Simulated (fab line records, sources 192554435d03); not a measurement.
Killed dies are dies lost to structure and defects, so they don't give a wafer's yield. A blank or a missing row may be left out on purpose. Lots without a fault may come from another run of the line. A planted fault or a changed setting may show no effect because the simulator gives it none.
Split-lot experiment | flow n5_finfet | 7 lots, 21 wafers read, on a route of 1938 steps

THE SPLIT
At N5_BEOL_M12_CMP_49 (polishes, stops on SiOC, t overpolish 20.6 s, target thk 320 nm), the setting down_force_psi was moved away from the recipe's 1 psi on 7 of the 21 wafers read, by -16.9% to -5.9%. The other wafers ran this setting at the recipe's value.

The reading is taken at the split's own step.

THE READING
barrier_field_endpoint_s, in s, at N5_BEOL_M12_CMP_49 (polishes, stops on SiOC, t overpolish 20.6 s, target thk 320 nm). Fault-free wafers of this fab line usually give 30.4 s, standard deviation 0.58 s.

wafer  | tool, chamber at the split | down_force_psi as run, psi | against the recipe | barrier_field_endpoint_s, s | against lot-mates on the recipe
L074.3 | cmp-03, 1                  | 1                          | recipe             | 30.5                        | -
L074.4 | cmp-03, 2                  | 0.8975                     | -10.3%             | 34.9                        | +4.4
L074.5 | cmp-03, 1                  | 0.8975                     | -10.3%             | 34.1                        | +3.6
L080.2 | cmp-03, 2                  | 1                          | recipe             | 29.6                        | -
L080.1 | cmp-03, 0                  | 1                          | recipe             | 29.9                        | -
L080.3 | cmp-03, 1                  | 1                          | recipe             | 29.7                        | -
L083.1 | cmp-04, 0                  | 1                          | recipe             | 30.5                        | -
L083.4 | cmp-04, 3                  | 1                          | recipe             | 30.6                        | -
L083.6 | cmp-04, 1                  | 1                          | recipe             | 31.0                        | -
L087.4 | cmp-02, 3                  | 1                          | recipe             | 30.1                        | -
L087.2 | cmp-02, 0                  | 1                          | recipe             | 30.6                        | -
L087.6 | cmp-02, 0                  | 1                          | recipe             | 29.6                        | -
L090.3 | cmp-04, 3                  | 1                          | recipe             | 29.6                        | -
L090.4 | cmp-04, 2                  | 0.9406                     | -5.9%              | 31.1                        | +1.5
L090.6 | cmp-04, 0                  | 0.9406                     | -5.9%              | 30.9                        | +1.3
L091.1 | cmp-02, 2                  | 0.8338                     | -16.6%             | 36.6                        | +6.2
L091.6 | cmp-02, 3                  | 1                          | recipe             | 29.9                        | -
L091.5 | cmp-02, 0                  | 1                          | recipe             | 30.8                        | -
L094.3 | cmp-03, 0                  | 0.831                      | -16.9%             | 37.1                        | +6.2
L094.4 | cmp-03, 2                  | 0.831                      | -16.9%             | 38.3                        | +7.4
L094.1 | cmp-03, 3                  | 1                          | recipe             | 30.9                        | -

THE FIT
A straight line over all 21 wafers: barrier_field_endpoint_s changes by -0.413 s for each +1% of down_force_psi; r = -0.96; the points scatter about the line by 0.75 s.
The same after taking each lot's own level away (the mean of its wafers on the recipe; 21 wafers): -0.389 s for each +1%; r = -0.98; scatter 0.45 s.
On that fit, the largest move of down_force_psi shifts the reading by 6.6 s.
The lots' own levels span 29.60 to 30.90 s, that is 2.2 times the standard deviation above.
So the lot-to-lot level changes the slope little: the two slopes agree.
Check: with one of the wafers moved furthest among these (-16.9%) left out of the fit, the line predicts +6.6 s for it against its lot-mates. It came out at +6.2 s against them.
Tool readings at the split's step, against how far the setting was moved: barrier_field_endpoint_s r = -0.96.

OTHER SPLITS ON THESE WAFERS
These wafers also went through other splits before the reading. Each is held against what the fit with the lots' levels taken away leaves over:
other split on the same wafers | wafers away from the commonest value | r with barrier_field_endpoint_s (lot level and that fit taken away)
N5_BEOL_M10_COAT_05 spin_rpm   | 8                                    | +0.26
N5_BEOL_M11_COAT_05 spin_rpm   | 9                                    | -0.34

THE FILE'S OWN FIT
barrier_field_endpoint_s changes by -0.381 s for each +1% of down_force_psi, r = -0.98.
